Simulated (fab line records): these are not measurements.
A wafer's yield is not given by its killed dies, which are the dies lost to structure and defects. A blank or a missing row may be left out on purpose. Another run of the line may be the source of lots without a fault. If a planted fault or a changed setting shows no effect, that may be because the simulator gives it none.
What tool caused it? | flow nand-harc | 24 lots, 72 wafers sampled, at 6 steps of a route of 1159

WHAT EACH GAUGE READ, for each wafer
No reading from a measuring or inspecting step in the record can be judged against a usual standard deviation.

TOOL THAT RAN EACH LOT (tool first, then ch and the chambers of the sampled wafers, then the start)
lot  | NHARC_A_SGD_CUT_DESCUM_14          | NHARC_A_SGD_CUT_ETCH_15                       | NHARC_A_SGD_CUT_CMP_21        | NHARC_A_WL_FILL_ETCHBACK_16                   | NHARC_A_WL_FILL_ALD_19              | NHARC_A_CONTACT_ETCH_115
L074 | rie-diel-01 ch 0,1,3, day 13 17:30 | rie-diel-01 ch 1,2,3, day 14 02:02 or earlier | cmp-02 ch 0,3, day 14 02:02   | rie-diel-04 ch 0,1,3, day 15 22:47 or earlier | ald-metal-04 ch 1,2,3, day 15 22:47 | har-cap-etch-01 ch 0,1, day 16 10:40
L075 | rie-diel-01 ch 1,2, day 14 21:49   | rie-diel-01 ch 1,2,3, day 15 03:32 or earlier | cmp-01 ch 1,2, day 15 03:32   | rie-diel-03 ch 0,1,2, day 16 23:26 or earlier | ald-metal-03 ch 2,3, day 16 23:26   | har-cap-etch-03 ch 0,1, day 17 20:37
L076 | rie-diel-05 ch 0,3, day 14 21:52   | rie-diel-05 ch 1,2,3, day 15 03:34 or earlier | cmp-03 ch 1,3, day 15 03:34   | rie-diel-04 ch 1,2,3, day 16 23:25 or earlier | ald-metal-01 ch 1,2, day 16 23:25   | har-cap-etch-02 ch 0,1, day 17 13:46
L077 | rie-diel-01 ch 1,2,3, day 14 23:16 | rie-diel-01 ch 0,1,2, day 15 03:34 or earlier | cmp-02 ch 0,1, day 15 03:34   | rie-diel-04 ch 2,3, day 17 02:10 or earlier   | ald-metal-01 ch 1,2, day 17 02:10   | har-cap-etch-01 ch 0,1, day 18 00:51
L078 | rie-diel-11 ch 0,1,2, day 14 23:25 | rie-diel-11 ch 0,2,3, day 15 03:43 or earlier | cmp-03 ch 1,2,3, day 15 03:43 | rie-diel-10 ch 1,2, day 16 23:22 or earlier   | ald-metal-04 ch 0,1,2, day 16 23:22 | har-cap-etch-01 ch 0,1, day 17 18:03
L081 | rie-diel-05 ch 0,2, day 15 03:50   | rie-diel-05 ch 1,3, day 15 09:32 or earlier   | cmp-02 ch 0,2, day 15 09:32   | rie-diel-10 ch 0,1,3, day 17 02:10 or earlier | ald-metal-04 ch 0,2, day 17 02:10   | har-cap-etch-03 ch 0,1, day 18 02:05
L080 | rie-diel-11 ch 1,3, day 15 10:00   | rie-diel-11 ch 0,2, day 15 19:22 or earlier   | cmp-02 ch 1,2,3, day 15 19:22 | rie-diel-10 ch 0,3, day 17 08:40 or earlier   | ald-metal-01 ch 0,1, day 17 08:40   | har-cap-etch-02 ch 0,1, day 18 08:06
L082 | rie-diel-01 ch 0,1, day 15 17:44   | rie-diel-01 ch 0,1,2, day 15 23:21 or earlier | cmp-01 ch 1,2,3, day 15 23:21 | rie-diel-10 ch 0,1,2, day 17 15:52 or earlier | ald-metal-01 ch 1,2,3, day 17 15:52 | har-cap-etch-01 ch 0,1, day 18 14:04
L079 | rie-diel-05 ch 0,1,2, day 15 17:53 | rie-diel-05 ch 2,3, day 15 23:24 or earlier   | cmp-03 ch 0,1,3, day 15 23:24 | rie-diel-04 ch 0,3, day 17 15:51 or earlier   | ald-metal-04 ch 0,2,3, day 17 15:51 | har-cap-etch-02 ch 0,1, day 18 19:31
L083 | rie-diel-05 ch 1,3, day 16 03:42   | rie-diel-05 ch 0,1,3, day 16 09:15 or earlier | cmp-03 ch 0,1,3, day 16 09:15 | rie-diel-10 ch 1,2,3, day 18 13:32 or earlier | ald-metal-03 ch 1,2,3, day 18 13:32 | har-cap-etch-03 ch 0, day 19 04:09
L084 | rie-diel-11 ch 1,2,3, day 16 16:53 | rie-diel-11 ch 0,1,3, day 16 22:21 or earlier | cmp-02 ch 0,2,3, day 16 22:21 | rie-diel-04 ch 0,1,3, day 18 13:29 or earlier | ald-metal-01 ch 0,1,3, day 18 13:29 | har-cap-etch-01 ch 0,1, day 19 01:53
L086 | rie-diel-05 ch 2,3, day 16 17:04   | rie-diel-05 ch 0,1,2, day 16 22:23 or earlier | cmp-03 ch 0,1,3, day 16 22:23 | rie-diel-03 ch 0,1,3, day 18 20:09 or earlier | ald-metal-01 ch 0,1, day 18 20:09   | har-cap-etch-03 ch 0,1, day 19 08:15
L087 | rie-diel-11 ch 2,3, day 17 00:18   | rie-diel-11 ch 2,3, day 17 07:16 or earlier   | cmp-03 ch 1,2, day 17 07:16   | rie-diel-04 ch 2,3, day 19 00:41 or earlier   | ald-metal-01 ch 0,1,2, day 19 00:41 | har-cap-etch-03 ch 0,1, day 19 13:22
L085 | rie-diel-05 ch 0,2, day 17 07:37   | rie-diel-05 ch 2,3, day 17 13:20 or earlier   | cmp-02 ch 1,2, day 17 13:20   | rie-diel-03 ch 0,2, day 19 00:39 or earlier   | ald-metal-04 ch 0,2,3, day 19 00:39 | har-cap-etch-02 ch 0,1, day 19 12:59
L089 | rie-diel-01 ch 0,2,3, day 17 12:43 | rie-diel-01 ch 1,2,3, day 17 19:35 or earlier | cmp-02 ch 0,2,3, day 17 19:35 | rie-diel-10 ch 1,2, day 19 08:27 or earlier   | ald-metal-01 ch 1,2, day 19 08:27   | har-cap-etch-02 ch 0,1, day 20 01:53
L091 | rie-diel-01 ch 0,1, day 17 21:04   | rie-diel-01 ch 0,2,3, day 18 05:48 or earlier | cmp-01 ch 2,3, day 18 05:48   | rie-diel-03 ch 1,2, day 20 03:11 or earlier   | ald-metal-04 ch 1,2,3, day 20 03:11 | har-cap-etch-02 ch 0,1, day 20 15:58
L088 | rie-diel-11 ch 0,2,3, day 17 21:47 | rie-diel-11 ch 0,1,3, day 18 05:51 or earlier | cmp-03 ch 0,1,3, day 18 05:51 | rie-diel-03 ch 0,1, day 20 06:03 or earlier   | ald-metal-03 ch 0,2,3, day 20 06:03 | har-cap-etch-03 ch 0,1, day 20 18:59
L090 | rie-diel-05 ch 0,2,3, day 17 22:08 | rie-diel-05 ch 1,2,3, day 18 05:51 or earlier | cmp-02 ch 0,2,3, day 18 05:51 | rie-diel-10 ch 1,2,3, day 20 06:08 or earlier | ald-metal-04 ch 0,1,3, day 20 06:08 | har-cap-etch-02 ch 0,1, day 20 22:25
L093 | rie-diel-01 ch 0,1,2, day 17 22:31 | rie-diel-01 ch 2,3, day 18 06:00 or earlier   | cmp-01 ch 1,2,3, day 18 06:00 | rie-diel-04 ch 0,1, day 20 06:01 or earlier   | ald-metal-04 ch 2,3, day 20 06:01   | har-cap-etch-01 ch 1, day 20 18:16
L092 | rie-diel-11 ch 0,2,3, day 17 23:10 | rie-diel-11 ch 0,1,2, day 18 05:57 or earlier | cmp-03 ch 0,1,3, day 18 05:57 | rie-diel-10 ch 0,1,3, day 20 09:23 or earlier | ald-metal-04 ch 0,1,2, day 20 09:23 | har-cap-etch-01 ch 0,1, day 21 00:13
L094 | rie-diel-05 ch 0,1, day 18 09:03   | rie-diel-05 ch 0,1,3, day 18 14:31 or earlier | cmp-02 ch 1,3, day 18 14:31   | rie-diel-03 ch 0,2,3, day 20 17:24 or earlier | ald-metal-01 ch 0,3, day 20 17:24   | har-cap-etch-02 ch 0,1, day 21 06:49
L096 | rie-diel-01 ch 0,3, day 18 21:24   | rie-diel-01 ch 1,2,3, day 19 03:24 or earlier | cmp-01 ch 0,3, day 19 03:24   | rie-diel-10 ch 0,2, day 20 17:27 or earlier   | ald-metal-03 ch 0,1,2, day 20 17:27 | har-cap-etch-03 ch 0,1, day 21 06:18
L095 | rie-diel-05 ch 1,2,3, day 18 21:46 | rie-diel-05 ch 0,3, day 19 03:26 or earlier   | cmp-03 ch 0,1,3, day 19 03:26 | rie-diel-10 ch 2,3, day 20 20:47 or earlier   | ald-metal-01 ch 1,2, day 20 20:47   | har-cap-etch-02 ch 0,1, day 21 16:56
L097 | rie-diel-01 ch 0,2,3, day 19 23:16 | rie-diel-01 ch 0,1,3, day 20 04:48 or earlier | cmp-01 ch 1,2,3, day 20 04:48 | rie-diel-04 ch 0,1,3, day 21 19:05 or earlier | ald-metal-01 ch 0,1,2, day 21 19:05 | har-cap-etch-03 ch 0,1, day 22 11:44
- NHARC_A_SGD_CUT_DESCUM_14: chemistry O2, time 3 s.
- NHARC_A_SGD_CUT_ETCH_15: etches the open film in CH3F/O2, target depth 75 nm, time 64.3 s.
- NHARC_A_SGD_CUT_CMP_21: polishes, target thk 148.19 nm.
- NHARC_A_WL_FILL_ETCHBACK_16: etches the open film in C4F8/O2/Ar, target depth 88 nm, time 17.6 s.
- NHARC_A_WL_FILL_ALD_19: deposits TiN, target thk 2 nm, pulse time 3 s, ald cycles 100.
- NHARC_A_CONTACT_ETCH_115: etches the open film in C4F8/O2/Ar, time 94 s, target depth 922 nm.

WHAT THE TOOLS THEMSELVES READ (means of the sampled wafers that have a number; where no wafer has one, the mark that the record gives instead)
NHARC_A_SGD_CUT_DESCUM_14. Usual: drypump-motor-current-A 5.6 A, standard deviation 0.44; oes-product-au 0.997 a.u., standard deviation 0.0091; rf-vpp-V 57.8 V, standard deviation 1; showerhead-plenum-p-Torr 1.90 Torr, standard deviation 0.088; throttle-valve-pct 11.311 %, standard deviation 0.0087.
lot  | tool        | drypump-motor-current-A (A) | oes-product-au (a.u.) | rf-vpp-V (V) | showerhead-plenum-p-Torr (Torr) | throttle-valve-pct (%) | flag
L074 | rie-diel-01 | 5.8                         | 1.003                 | 58.6         | 1.88                            | 11.314                 |
L075 | rie-diel-01 | 5.5                         | 0.987                 | 57.3         | 1.81                            | 11.313                 |
L076 | rie-diel-05 | 5.8                         | 1.001                 | 56.9         | 1.98                            | 11.311                 |
L077 | rie-diel-01 | 5.8                         | 0.999                 | 58.0         | 1.85                            | 11.311                 |
L078 | rie-diel-11 | 5.8                         | 0.990                 | 58.7         | 1.88                            | 11.308                 |
L081 | rie-diel-05 | 5.7                         | 0.994                 | 57.4         | 1.90                            | 11.307                 |
L080 | rie-diel-11 | 5.7                         | 1.002                 | 58.3         | 1.87                            | 11.308                 |
L082 | rie-diel-01 | 5.5                         | 0.998                 | 58.2         | 1.85                            | 11.308                 |
L079 | rie-diel-05 | 5.7                         | 0.997                 | 58.1         | 1.92                            | 11.307                 |
L083 | rie-diel-05 | 5.4                         | 0.993                 | 57.6         | 1.98                            | 11.310                 |
L084 | rie-diel-11 | 5.4                         | 1.001                 | 58.6         | 1.96                            | 11.308                 |
L086 | rie-diel-05 | 6.1                         | 0.990                 | 57.6         | 1.95                            | 11.316                 |
L087 | rie-diel-11 | 5.1                         | 0.997                 | 58.7         | 2.05                            | 11.311                 |
L085 | rie-diel-05 | 5.7                         | 1.000                 | 57.7         | 1.90                            | 11.308                 |
L089 | rie-diel-01 | 5.8                         | 0.993                 | 56.5         | 1.87                            | 11.307                 |
L091 | rie-diel-01 | 5.5                         | 0.998                 | 57.8         | 1.85                            | 11.309                 |
L088 | rie-diel-11 | 5.5                         | 1.000                 | 57.9         | 1.96                            | 11.310                 |
L090 | rie-diel-05 | 5.9                         | 0.993                 | 58.6         | 1.93                            | 11.317                 |
L093 | rie-diel-01 | 5.5                         | 1.000                 | 57.3         | 1.83                            | 11.306                 |
L092 | rie-diel-11 | 5.5                         | 0.995                 | 58.3         | 1.96                            | 11.308                 |
L094 | rie-diel-05 | 5.3                         | 0.999                 | 58.0         | 1.94                            | 11.302                 |
L096 | rie-diel-01 | 5.8                         | 1.003                 | 57.8         | 1.89                            | 11.311                 |
L095 | rie-diel-05 | 5.9                         | 0.995                 | 57.9         | 1.94                            | 11.308                 |
L097 | rie-diel-01 | 5.8                         | 1.001                 | 57.9         | 1.86                            | 11.308                 |

NHARC_A_SGD_CUT_ETCH_15. Usual: ch3f-flow-sccm 50.02 sccm, standard deviation 0.16; drypump-motor-current-A 5.7 A, standard deviation 0.45; oes-product-au 0.961 a.u., standard deviation 0.016; rf-vpp-V 263.5 V, standard deviation 1.8; showerhead-plenum-p-Torr 2.44 Torr, standard deviation 0.11; throttle-valve-pct 20.663 %, standard deviation 0.0086.
lot  | tool        | ch3f-flow-sccm (sccm) | drypump-motor-current-A (A) | oes-product-au (a.u.) | rf-vpp-V (V) | showerhead-plenum-p-Torr (Torr) | throttle-valve-pct (%) | flag
L074 | rie-diel-01 | 50.11                 | 5.7                         | 0.972                 | 262.6        | 2.39                            | 20.661                 |
L075 | rie-diel-01 | 49.99                 | 5.7                         | 0.959                 | 262.7        | 2.38                            | 20.663                 |
L076 | rie-diel-05 | 49.93                 | 5.9                         | 0.975                 | 264.6        | 2.49                            | 20.661                 |
L077 | rie-diel-01 | 49.95                 | 5.5                         | 0.968                 | 262.5        | 2.35                            | 20.666                 |
L078 | rie-diel-11 | 50.23                 | 5.5                         | 0.955                 | 264.7        | 2.52                            | 20.670                 |
L081 | rie-diel-05 | 50.12                 | 5.5                         | 0.956                 | 265.3        | 2.54                            | 20.659                 |
L080 | rie-diel-11 | 49.94                 | 5.9                         | 0.924                 | 263.3        | 2.42                            | 20.665                 |
L082 | rie-diel-01 | 49.98                 | 5.5                         | 0.956                 | 262.4        | 2.35                            | 20.667                 |
L079 | rie-diel-05 | 49.92                 | 6.3                         | 0.973                 | 263.5        | 2.44                            | 20.663                 |
L083 | rie-diel-05 | 49.99                 | 5.5                         | 0.972                 | 264.2        | 2.52                            | 20.668                 |
L084 | rie-diel-11 | 50.00                 | 5.7                         | 0.970                 | 262.7        | 2.41                            | 20.663                 |
L086 | rie-diel-05 | 50.13                 | 5.7                         | 0.949                 | 263.5        | 2.46                            | 20.662                 |
L087 | rie-diel-11 | 50.07                 | 5.1                         | 0.958                 | 265.5        | 2.62                            | 20.664                 |
L085 | rie-diel-05 | 50.08                 | 6.1                         | 0.958                 | 265.5        | 2.50                            | 20.670                 |
L089 | rie-diel-01 | 50.03                 | 5.7                         | 0.922                 | 262.4        | 2.38                            | 20.670                 |
L091 | rie-diel-01 | 50.05                 | 5.8                         | 0.972                 | 261.9        | 2.40                            | 20.657                 |
L088 | rie-diel-11 | 50.00                 | 5.7                         | 0.971                 | 264.0        | 2.41                            | 20.658                 |
L090 | rie-diel-05 | 50.16                 | 5.8                         | 0.952                 | 264.1        | 2.49                            | 20.669                 |
L093 | rie-diel-01 | 50.16                 | 5.8                         | 0.972                 | 263.2        | 2.37                            | 20.664                 |
L092 | rie-diel-11 | 49.93                 | 5.8                         | 0.980                 | 263.4        | 2.41                            | 20.658                 |
L094 | rie-diel-05 | 50.04                 | 5.5                         | 0.964                 | 265.1        | 2.52                            | 20.665                 |
L096 | rie-diel-01 | 50.00                 | 5.7                         | 0.972                 | 262.7        | 2.38                            | 20.665                 |
L095 | rie-diel-05 | 50.03                 | 5.7                         | 0.957                 | 264.8        | 2.53                            | 20.662                 |
L097 | rie-diel-01 | 50.06                 | 5.8                         | 0.962                 | 262.5        | 2.41                            | 20.658                 |

NHARC_A_SGD_CUT_CMP_21. Usual: edge-zone-pressure-frac 1.000, standard deviation 0.0053; motor-current-A 12.0 A, standard deviation 1; time-to-endpoint-s 51 s, standard deviation 3.2.
lot  | tool   | edge-zone-pressure-frac | motor-current-A (A) | time-to-endpoint-s (s) | flag
L074 | cmp-02 | 1.001                   | 12.2                | 54                     |
L075 | cmp-01 | 1.001                   | 13.4                | 48                     |
L076 | cmp-03 | 1.001                   | 11.3                | 48                     |
L077 | cmp-02 | 0.996                   | 12.5                | 54                     |
L078 | cmp-03 | 1.001                   | 11.7                | 48                     |
L081 | cmp-02 | 0.995                   | 12.3                | 50                     |
L080 | cmp-02 | 1.002                   | 11.6                | 53                     |
L082 | cmp-01 | 0.998                   | 13.1                | 48                     |
L079 | cmp-03 | 1.001                   | 11.0                | 52                     |
L083 | cmp-03 | 1.005                   | 11.1                | 49                     |
L084 | cmp-02 | 1.005                   | 12.1                | 53                     |
L086 | cmp-03 | 1.005                   | 11.3                | 48                     |
L087 | cmp-03 | 0.998                   | 11.9                | 53                     |
L085 | cmp-02 | 1.002                   | 11.3                | 52                     |
L089 | cmp-02 | 0.999                   | 11.8                | 50                     |
L091 | cmp-01 | 0.999                   | 12.4                | 50                     |
L088 | cmp-03 | 0.994                   | 10.7                | 53                     |
L090 | cmp-02 | 1.000                   | 11.7                | 51                     |
L093 | cmp-01 | 1.000                   | 12.9                | 52                     |
L092 | cmp-03 | 1.000                   | 11.0                | 52                     |
L094 | cmp-02 | 0.999                   | 11.9                | 52                     |
L096 | cmp-01 | 1.000                   | 11.7                | 49                     |
L095 | cmp-03 | 0.997                   | 11.2                | 53                     |
L097 | cmp-01 | 0.994                   | 12.6                | 47                     |

NHARC_A_WL_FILL_ETCHBACK_16. Usual: oes-product-au 0.986 a.u., standard deviation 0.026; rf-vpp-V 723 V, standard deviation 3.8.
lot  | tool        | oes-product-au (a.u.) | rf-vpp-V (V) | flag
L074 | rie-diel-04 | 0.990                 | 724          |
L075 | rie-diel-03 | 0.991                 | 724          |
L076 | rie-diel-04 | 0.999                 | 722          |
L077 | rie-diel-04 | 1.002                 | 720          |
L078 | rie-diel-10 | 0.994                 | 721          |
L081 | rie-diel-10 | 1.001                 | 722          |
L080 | rie-diel-10 | 0.918                 | 724          |
L082 | rie-diel-10 | 0.988                 | 723          |
L079 | rie-diel-04 | 1.000                 | 724          |
L083 | rie-diel-10 | 0.972                 | 721          |
L084 | rie-diel-04 | 1.005                 | 725          |
L086 | rie-diel-03 | 0.999                 | 725          |
L087 | rie-diel-04 | 1.001                 | 720          |
L085 | rie-diel-03 | 0.967                 | 729          |
L089 | rie-diel-10 | 1.000                 | 719          |
L091 | rie-diel-03 | 0.929                 | 724          |
L088 | rie-diel-03 | 0.996                 | 720          |
L090 | rie-diel-10 | 1.000                 | 721          |
L093 | rie-diel-04 | 0.923                 | 726          |
L092 | rie-diel-10 | 0.991                 | 722          |
L094 | rie-diel-03 | 0.997                 | 728          |
L096 | rie-diel-10 | 1.003                 | 724          |
L095 | rie-diel-10 | 1.013                 | 721          |
L097 | rie-diel-04 | 1.000                 | 725          |

NHARC_A_WL_FILL_ALD_19. Usual: heater-power-w 1038 W, standard deviation 93; precursor-pulse-height-rel 1.001, standard deviation 0.019.
lot  | tool         | heater-power-w (W) | precursor-pulse-height-rel | flag
L074 | ald-metal-04 | 1018               | 1.006                      |
L075 | ald-metal-03 | 879                | 1.000                      |
L076 | ald-metal-01 | 1097               | 0.998                      |
L077 | ald-metal-01 | 1096               | 0.990                      |
L078 | ald-metal-04 | 1009               | 0.974                      |
L081 | ald-metal-04 | 1009               | 1.021                      |
L080 | ald-metal-01 | 1073               | 0.998                      |
L082 | ald-metal-01 | 1116               | 1.001                      |
L079 | ald-metal-04 | 1043               | 0.983                      |
L083 | ald-metal-03 | 971                | 1.002                      |
L084 | ald-metal-01 | 1078               | 0.983                      |
L086 | ald-metal-01 | 1056               | 1.012                      |
L087 | ald-metal-01 | 1066               | 1.012                      |
L085 | ald-metal-04 | 1010               | 1.004                      |
L089 | ald-metal-01 | 1081               | 0.992                      |
L091 | ald-metal-04 | 993                | 0.993                      |
L088 | ald-metal-03 | 926                | 0.998                      |
L090 | ald-metal-04 | 1032               | 0.988                      |
L093 | ald-metal-04 | 1016               | 0.995                      |
L092 | ald-metal-04 | 979                | 1.017                      |
L094 | ald-metal-01 | 1099               | 1.012                      |
L096 | ald-metal-03 | 1023               | 1.015                      |
L095 | ald-metal-01 | 1189               | 0.996                      |
L097 | ald-metal-01 | 1116               | 1.002                      |

THE ANSWER, worked out from the rows above alone
Rule: lot off if the mean of its wafers having a number is beyond 3 standard deviations from the usual mean. A lot without any number at a reading at which 4 lots or more have one is off too. Where the step has rows for the other lots, those lots are counted as sound. The gauges are gone through in route order, then the tools' own readings, and for those a lot's mean is taken as printed above. At the first step where some lot is off, the reading lying furthest off is the one used; lots without a number count as furthest.
No lot is off on any of the readings shown, so nothing can be concluded from this.

WHAT THE SIMULATOR PUT IN
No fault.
